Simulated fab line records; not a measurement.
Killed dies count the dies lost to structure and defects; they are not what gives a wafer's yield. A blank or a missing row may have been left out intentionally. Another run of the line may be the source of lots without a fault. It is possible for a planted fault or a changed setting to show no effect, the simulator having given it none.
Which tool is to blame? || flow n5 finfet || 9 lots with 27 wafers sampled at 6 steps, on a route of 1938 steps

WHAT EACH GAUGE READ, for each wafer
N5_BEOL_M4_RC_MEAS_101. Usual: DIBL_N 36.4 mV/V, standard deviation 1.2; DIBL_P 36.1 mV/V, standard deviation 1.6; IOFF_N 0.156 nA/um, standard deviation 0.024; IOFF_P 0.21 nA/um, standard deviation 0.031; ION_N 674 uA/um, standard deviation 11; ION_P 463 uA/um, standard deviation 6.9; SS_N 71.5 mV/dec, standard deviation 0.5; SS_P 73.2 mV/dec, standard deviation 0.55; VT_N 250.0 mV, standard deviation 2.9; VT_P -250 mV, standard deviation 3.6.
{"lot": "L396", "measured": "day 7 23:52", "on": "prober-01", "DIBL_N (mV/V)": "36.0 35.7 36.9", "DIBL_P (mV/V)": "35.3 35.0 35.9", "IOFF_N (nA/um)": "0.151 0.147 0.168", "IOFF_P (nA/um)": "0.23 0.22 0.24", "ION_N (uA/um)": "682 677 679", "ION_P (uA/um)": "472 471 469", "SS_N (mV/dec)": "71.9 72.0 71.3", "SS_P (mV/dec)": "73.1 72.9 72.6", "VT_N (mV)": "250.8 251.0 247.8", "VT_P (mV)": "-246 -246 -245", "flag": ""}
{"lot": "L398", "measured": "day 8 06:26", "on": "prober-02", "DIBL_N (mV/V)": "35.5 35.4 37.9", "DIBL_P (mV/V)": "36.6 36.2 39.3", "IOFF_N (nA/um)": "0.160 0.146 0.207", "IOFF_P (nA/um)": "0.20 0.18 0.24", "ION_N (uA/um)": "675 661 679", "ION_P (uA/um)": "456 450 463", "SS_N (mV/dec)": "71.5 71.3 71.7", "SS_P (mV/dec)": "73.7 73.5 75.0", "VT_N (mV)": "248.2 250.2 244.5", "VT_P (mV)": "-252 -257 -249", "flag": ""}
{"lot": "L400", "measured": "day 9 01:47", "on": "prober-01", "DIBL_N (mV/V)": "35.2 35.9 35.2", "DIBL_P (mV/V)": "34.7 36.4 34.3", "IOFF_N (nA/um)": "0.133 0.144 0.134", "IOFF_P (nA/um)": "0.20 0.22 0.20", "ION_N (uA/um)": "668 671 665", "ION_P (uA/um)": "468 468 461", "SS_N (mV/dec)": "71.4 72.3 71.2", "SS_P (mV/dec)": "73.0 73.8 72.9", "VT_N (mV)": "250.7 251.6 253.1", "VT_P (mV)": "-249 -246 -250", "flag": ""}
{"lot": "L404", "measured": "day 10 06:21", "on": "prober-02", "DIBL_N (mV/V)": "39.1 37.1 38.8", "DIBL_P (mV/V)": "38.8 35.5 38.1", "IOFF_N (nA/um)": "0.219 0.158 0.207", "IOFF_P (nA/um)": "0.26 0.21 0.25", "ION_N (uA/um)": "698 676 698", "ION_P (uA/um)": "476 466 471", "SS_N (mV/dec)": "72.2 71.5 71.7", "SS_P (mV/dec)": "73.5 73.5 73.9", "VT_N (mV)": "243.5 249.8 244.3", "VT_P (mV)": "-246 -249 -246", "flag": ""}
{"lot": "L405", "measured": "day 10 10:08", "on": "prober-02", "DIBL_N (mV/V)": "36.3 36.3 36.1", "DIBL_P (mV/V)": "35.8 35.8 35.7", "IOFF_N (nA/um)": "0.159 0.161 0.152", "IOFF_P (nA/um)": "0.21 0.21 0.21", "ION_N (uA/um)": "687 685 668", "ION_P (uA/um)": "467 472 458", "SS_N (mV/dec)": "71.9 71.1 70.8", "SS_P (mV/dec)": "73.7 74.1 73.5", "VT_N (mV)": "249.2 248.0 249.3", "VT_P (mV)": "-251 -251 -250", "flag": ""}
{"lot": "L409", "measured": "day 11 03:54", "on": "prober-02", "DIBL_N (mV/V)": "36.6 35.8 34.6", "DIBL_P (mV/V)": "35.0 34.9 33.3", "IOFF_N (nA/um)": "0.154 0.151 0.127", "IOFF_P (nA/um)": "0.19 0.18 0.17", "ION_N (uA/um)": "681 684 665", "ION_P (uA/um)": "463 460 452", "SS_N (mV/dec)": "71.8 71.6 71.5", "SS_P (mV/dec)": "73.3 73.0 73.3", "VT_N (mV)": "252.5 249.4 253.1", "VT_P (mV)": "-252 -254 -257", "flag": ""}
{"lot": "L412", "measured": "day 11 17:59", "on": "prober-01", "DIBL_N (mV/V)": "35.7 35.9 36.2", "DIBL_P (mV/V)": "34.8 35.4 35.9", "IOFF_N (nA/um)": "0.138 0.143 0.145", "IOFF_P (nA/um)": "0.19 0.21 0.21", "ION_N (uA/um)": "668 668 669", "ION_P (uA/um)": "461 461 466", "SS_N (mV/dec)": "70.4 71.3 71.4", "SS_P (mV/dec)": "73.1 72.7 72.7", "VT_N (mV)": "249.6 248.5 249.6", "VT_P (mV)": "-249 -250 -248", "flag": ""}
{"lot": "L417", "measured": "day 14 02:38", "on": "prober-02", "DIBL_N (mV/V)": "37.1 36.2 36.1", "DIBL_P (mV/V)": "37.7 36.1 36.2", "IOFF_N (nA/um)": "0.179 0.154 0.154", "IOFF_P (nA/um)": "0.23 0.20 0.20", "ION_N (uA/um)": "668 657 670", "ION_P (uA/um)": "464 455 460", "SS_N (mV/dec)": "71.8 71.2 71.6", "SS_P (mV/dec)": "74.1 73.4 73.5", "VT_N (mV)": "247.6 252.0 250.1", "VT_P (mV)": "-249 -253 -253", "flag": ""}
{"lot": "L418", "measured": "day 14 02:44", "on": "prober-01", "DIBL_N (mV/V)": "35.8 35.0 35.1", "DIBL_P (mV/V)": "35.8 34.4 34.8", "IOFF_N (nA/um)": "0.156 0.141 0.140", "IOFF_P (nA/um)": "0.19 0.17 0.17", "ION_N (uA/um)": "678 674 681", "ION_P (uA/um)": "464 452 464", "SS_N (mV/dec)": "71.4 72.0 71.5", "SS_P (mV/dec)": "73.8 73.3 72.8", "VT_N (mV)": "248.1 251.6 248.5", "VT_P (mV)": "-253 -255 -254", "flag": ""}

EACH LOT AND THE TOOL THAT RAN IT (in order: tool; ch and the chambers of the sampled wafers; start)
{"lot": "L396", "N5_BEOL_M2_PECVD_72": "pecvd-03 ch 0,1,2, day 6 16:32", "N5_BEOL_M2_SPUTTER_86": "pvd sputter-02, day 6 23:13", "N5_BEOL_M2_ANNEAL_91": "pvd sputter-02, day 6 23:44", "N5_BEOL_M2_SPUTTER_94": "pvd sputter-02, day 7 00:06", "N5_BEOL_M2_CMP_52": "cmp-04 ch 0,1,2, day 7 00:49"}
{"lot": "L398", "N5_BEOL_M2_PECVD_72": "pecvd-01 ch 0,1,2, day 6 21:51", "N5_BEOL_M2_SPUTTER_86": "pvd sputter-03, day 7 05:16", "N5_BEOL_M2_ANNEAL_91": "pvd sputter-03, day 7 05:47", "N5_BEOL_M2_SPUTTER_94": "pvd sputter-03, day 7 06:08", "N5_BEOL_M2_CMP_52": "cmp-04 ch 0,1,2, day 7 06:52"}
{"lot": "L400", "N5_BEOL_M2_PECVD_72": "pecvd-04 ch 0,2, day 7 13:36", "N5_BEOL_M2_SPUTTER_86": "pvd sputter-02, day 8 01:05", "N5_BEOL_M2_ANNEAL_91": "pvd sputter-02, day 8 01:37", "N5_BEOL_M2_SPUTTER_94": "pvd sputter-02, day 8 01:58", "N5_BEOL_M2_CMP_52": "cmp-04 ch 0,1,3, day 8 02:41"}
{"lot": "L404", "N5_BEOL_M2_PECVD_72": "pecvd-04 ch 1,2, day 8 13:59", "N5_BEOL_M2_SPUTTER_86": "pvd sputter-02, day 8 21:27", "N5_BEOL_M2_ANNEAL_91": "pvd sputter-02, day 8 21:58", "N5_BEOL_M2_SPUTTER_94": "pvd sputter-02, day 8 22:20", "N5_BEOL_M2_CMP_52": "cmp-02 ch 1,2,3, day 8 23:07"}
{"lot": "L405", "N5_BEOL_M2_PECVD_72": "pecvd-03 ch 0,1, day 9 06:08", "N5_BEOL_M2_SPUTTER_86": "pvd sputter-02, day 9 13:56", "N5_BEOL_M2_ANNEAL_91": "pvd sputter-02, day 9 14:27", "N5_BEOL_M2_SPUTTER_94": "pvd sputter-02, day 9 14:49", "N5_BEOL_M2_CMP_52": "cmp-04 ch 0,1,3, day 9 15:37"}
{"lot": "L409", "N5_BEOL_M2_PECVD_72": "pecvd-04 ch 0,1,2, day 9 21:23", "N5_BEOL_M2_SPUTTER_86": "pvd sputter-03, day 10 05:01", "N5_BEOL_M2_ANNEAL_91": "pvd sputter-03, day 10 05:32", "N5_BEOL_M2_SPUTTER_94": "pvd sputter-03, day 10 05:53", "N5_BEOL_M2_CMP_52": "cmp-03 ch 1,2,3, day 10 06:36"}
{"lot": "L412", "N5_BEOL_M2_PECVD_72": "pecvd-04 ch 0,2, day 10 13:05", "N5_BEOL_M2_SPUTTER_86": "pvd sputter-02, day 10 20:03", "N5_BEOL_M2_ANNEAL_91": "pvd sputter-02, day 10 20:34", "N5_BEOL_M2_SPUTTER_94": "pvd sputter-02, day 10 20:56", "N5_BEOL_M2_CMP_52": "cmp-04 ch 0,3, day 10 21:38"}
{"lot": "L417", "N5_BEOL_M2_PECVD_72": "pecvd-01 ch 0,1, day 12 15:22", "N5_BEOL_M2_SPUTTER_86": "pvd sputter-01, day 12 21:47", "N5_BEOL_M2_ANNEAL_91": "pvd sputter-01, day 12 22:19", "N5_BEOL_M2_SPUTTER_94": "pvd sputter-01, day 12 22:40", "N5_BEOL_M2_CMP_52": "cmp-04 ch 2,3, day 12 23:23"}
{"lot": "L418", "N5_BEOL_M2_PECVD_72": "pecvd-01 ch 1,2, day 12 15:45", "N5_BEOL_M2_SPUTTER_86": "pvd sputter-03, day 13 01:04", "N5_BEOL_M2_ANNEAL_91": "pvd sputter-03, day 13 01:35", "N5_BEOL_M2_SPUTTER_94": "pvd sputter-03, day 13 01:57", "N5_BEOL_M2_CMP_52": "cmp-02 ch 1,3, day 13 02:42"}
- N5_BEOL_M2_PECVD_72: deposits SiO2 from TEOS/O2, target thk 16 nm, time 18 s.
- N5_BEOL_M2_SPUTTER_86: material Cu, target thk 4.5 nm, time 8.29 s.
- N5_BEOL_M2_ANNEAL_91: time 240 s.
- N5_BEOL_M2_SPUTTER_94: material Cu, target thk 4.5 nm, time 8.29 s.
- N5_BEOL_M2_CMP_52: polishes, stops on SiOC, t overpolish 6.8 s, target thk 40 nm.

WHAT THE TOOLS THEMSELVES READ (means of the sampled wafers that have a number; where no wafer has one, the mark that the record gives instead)
N5_BEOL_M2_PECVD_72. Usual: heater power w 698 W, standard deviation 88; showerhead plenum p Torr 8.79 Torr, standard deviation 0.048; throttle valve pct 22.8 %, standard deviation 0.89.
{"lot": "L396", "tool": "pecvd-03", "heater power w (W)": 629, "showerhead plenum p Torr (Torr)": 8.84, "throttle valve pct (%)": 23.1, "flag": ""}
{"lot": "L398", "tool": "pecvd-01", "heater power w (W)": 684, "showerhead plenum p Torr (Torr)": 8.77, "throttle valve pct (%)": 23.0, "flag": ""}
{"lot": "L400", "tool": "pecvd-04", "heater power w (W)": 718, "showerhead plenum p Torr (Torr)": 8.73, "throttle valve pct (%)": 22.5, "flag": ""}
{"lot": "L404", "tool": "pecvd-04", "heater power w (W)": 689, "showerhead plenum p Torr (Torr)": 8.76, "throttle valve pct (%)": 22.6, "flag": ""}
{"lot": "L405", "tool": "pecvd-03", "heater power w (W)": 692, "showerhead plenum p Torr (Torr)": 8.83, "throttle valve pct (%)": 23.8, "flag": ""}
{"lot": "L409", "tool": "pecvd-04", "heater power w (W)": 675, "showerhead plenum p Torr (Torr)": 8.74, "throttle valve pct (%)": 22.9, "flag": ""}
{"lot": "L412", "tool": "pecvd-04", "heater power w (W)": 735, "showerhead plenum p Torr (Torr)": 8.74, "throttle valve pct (%)": 22.9, "flag": ""}
{"lot": "L417", "tool": "pecvd-01", "heater power w (W)": 761, "showerhead plenum p Torr (Torr)": 8.79, "throttle valve pct (%)": 22.7, "flag": ""}
{"lot": "L418", "tool": "pecvd-01", "heater power w (W)": 653, "showerhead plenum p Torr (Torr)": 8.76, "throttle valve pct (%)": 22.1, "flag": ""}

N5_BEOL_M2_SPUTTER_86. Usual: throttle valve pct at 30.8 %, with a standard deviation of 0.8.
{"lot": "L396", "tool": "pvd sputter-02", "throttle valve pct (%)": 31.1, "flag": ""}
{"lot": "L398", "tool": "pvd sputter-03", "throttle valve pct (%)": 30.2, "flag": ""}
{"lot": "L400", "tool": "pvd sputter-02", "throttle valve pct (%)": 30.5, "flag": ""}
{"lot": "L404", "tool": "pvd sputter-02", "throttle valve pct (%)": 31.8, "flag": ""}
{"lot": "L405", "tool": "pvd sputter-02", "throttle valve pct (%)": 31.2, "flag": ""}
{"lot": "L409", "tool": "pvd sputter-03", "throttle valve pct (%)": 30.3, "flag": ""}
{"lot": "L412", "tool": "pvd sputter-02", "throttle valve pct (%)": 31.9, "flag": ""}
{"lot": "L417", "tool": "pvd sputter-01", "throttle valve pct (%)": 30.4, "flag": ""}
{"lot": "L418", "tool": "pvd sputter-03", "throttle valve pct (%)": 30.3, "flag": ""}

N5_BEOL_M2_ANNEAL_91. Usual: heater power w at 831 W, with a standard deviation of 87.
{"lot": "L396", "tool": "pvd sputter-02", "heater power w (W)": 875, "flag": ""}
{"lot": "L398", "tool": "pvd sputter-03", "heater power w (W)": 789, "flag": ""}
{"lot": "L400", "tool": "pvd sputter-02", "heater power w (W)": 827, "flag": ""}
{"lot": "L404", "tool": "pvd sputter-02", "heater power w (W)": 895, "flag": ""}
{"lot": "L405", "tool": "pvd sputter-02", "heater power w (W)": 863, "flag": ""}
{"lot": "L409", "tool": "pvd sputter-03", "heater power w (W)": 787, "flag": ""}
{"lot": "L412", "tool": "pvd sputter-02", "heater power w (W)": 882, "flag": ""}
{"lot": "L417", "tool": "pvd sputter-01", "heater power w (W)": 800, "flag": ""}
{"lot": "L418", "tool": "pvd sputter-03", "heater power w (W)": 759, "flag": ""}

N5_BEOL_M2_SPUTTER_94. Usual: throttle valve pct at 30.8 %, with a standard deviation of 0.82.
{"lot": "L396", "tool": "pvd sputter-02", "throttle valve pct (%)": 30.9, "flag": ""}
{"lot": "L398", "tool": "pvd sputter-03", "throttle valve pct (%)": 30.4, "flag": ""}
{"lot": "L400", "tool": "pvd sputter-02", "throttle valve pct (%)": 30.4, "flag": ""}
{"lot": "L404", "tool": "pvd sputter-02", "throttle valve pct (%)": 31.8, "flag": ""}
{"lot": "L405", "tool": "pvd sputter-02", "throttle valve pct (%)": 31.1, "flag": ""}
{"lot": "L409", "tool": "pvd sputter-03", "throttle valve pct (%)": 30.3, "flag": ""}
{"lot": "L412", "tool": "pvd sputter-02", "throttle valve pct (%)": 31.7, "flag": ""}
{"lot": "L417", "tool": "pvd sputter-01", "throttle valve pct (%)": 30.6, "flag": ""}
{"lot": "L418", "tool": "pvd sputter-03", "throttle valve pct (%)": 30.2, "flag": ""}

N5_BEOL_M2_CMP_52. Usual: barrier field endpoint s 24.5 s, standard deviation 0.54; motor current A 6.1 A, standard deviation 0.45; retaining ring pressure frac 1.000, standard deviation 0.005; slurry flow ml min 150.0, standard deviation 0.46.
{"lot": "L396", "tool": "cmp-04", "barrier field endpoint s (s)": 24.1, "motor current A (A)": 6.1, "retaining ring pressure frac": 0.999, "slurry flow ml min": 149.7, "flag": ""}
{"lot": "L398", "tool": "cmp-04", "barrier field endpoint s (s)": 24.1, "motor current A (A)": 6.1, "retaining ring pressure frac": 0.999, "slurry flow ml min": 150.2, "flag": ""}
{"lot": "L400", "tool": "cmp-04", "barrier field endpoint s (s)": 24.3, "motor current A (A)": 5.8, "retaining ring pressure frac": 1.004, "slurry flow ml min": 150.0, "flag": ""}
{"lot": "L404", "tool": "cmp-02", "barrier field endpoint s (s)": 24.3, "motor current A (A)": 6.4, "retaining ring pressure frac": 0.999, "slurry flow ml min": 150.4, "flag": ""}
{"lot": "L405", "tool": "cmp-04", "barrier field endpoint s (s)": 24.5, "motor current A (A)": 6.1, "retaining ring pressure frac": 0.998, "slurry flow ml min": 149.8, "flag": ""}
{"lot": "L409", "tool": "cmp-03", "barrier field endpoint s (s)": 21.8, "motor current A (A)": 5.5, "retaining ring pressure frac": 1.008, "slurry flow ml min": 150.1, "flag": "OFF"}
{"lot": "L412", "tool": "cmp-04", "barrier field endpoint s (s)": 19.8, "motor current A (A)": 6.0, "retaining ring pressure frac": 1.001, "slurry flow ml min": 149.7, "flag": "OFF"}
{"lot": "L417", "tool": "cmp-04", "barrier field endpoint s (s)": 24.5, "motor current A (A)": 6.2, "retaining ring pressure frac": 1.002, "slurry flow ml min": 149.9, "flag": ""}
{"lot": "L418", "tool": "cmp-02", "barrier field endpoint s (s)": 24.0, "motor current A (A)": 6.2, "retaining ring pressure frac": 1.004, "slurry flow ml min": 150.0, "flag": ""}

THE ANSWER, worked out from the rows above alone
Rule: lot off if the mean of its wafers having a number is beyond 3 standard deviations from the usual mean. A lot without any number at a reading at which 4 lots or more have one is off too. All remaining lots with rows at the step are treated as sound. First the gauges in route order, then the tools' own readings, where a lot's mean is used as printed above. The first step at which some lot is off is used, and at that step the reading that is off furthest; a lot without a number counts as furthest.
Off: L409, L412, at N5_BEOL_M2_CMP_52 (barrier field endpoint s).
A tool fits if, at that step or a process step before it, it ran every lot that is off, and no sound lot after the first of them. One candidate fits, namely pecvd-04 at N5_BEOL_M2_PECVD_72. A fault onset in the window from L404 (day 8 13:59, its last sound lot) to L409 (day 9 21:23, its first lot off) fits.

WHAT THE SIMULATOR HAD INSERTED
pecvd-04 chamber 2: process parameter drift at N5_BEOL_M2_PECVD_72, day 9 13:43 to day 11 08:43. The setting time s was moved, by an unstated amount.
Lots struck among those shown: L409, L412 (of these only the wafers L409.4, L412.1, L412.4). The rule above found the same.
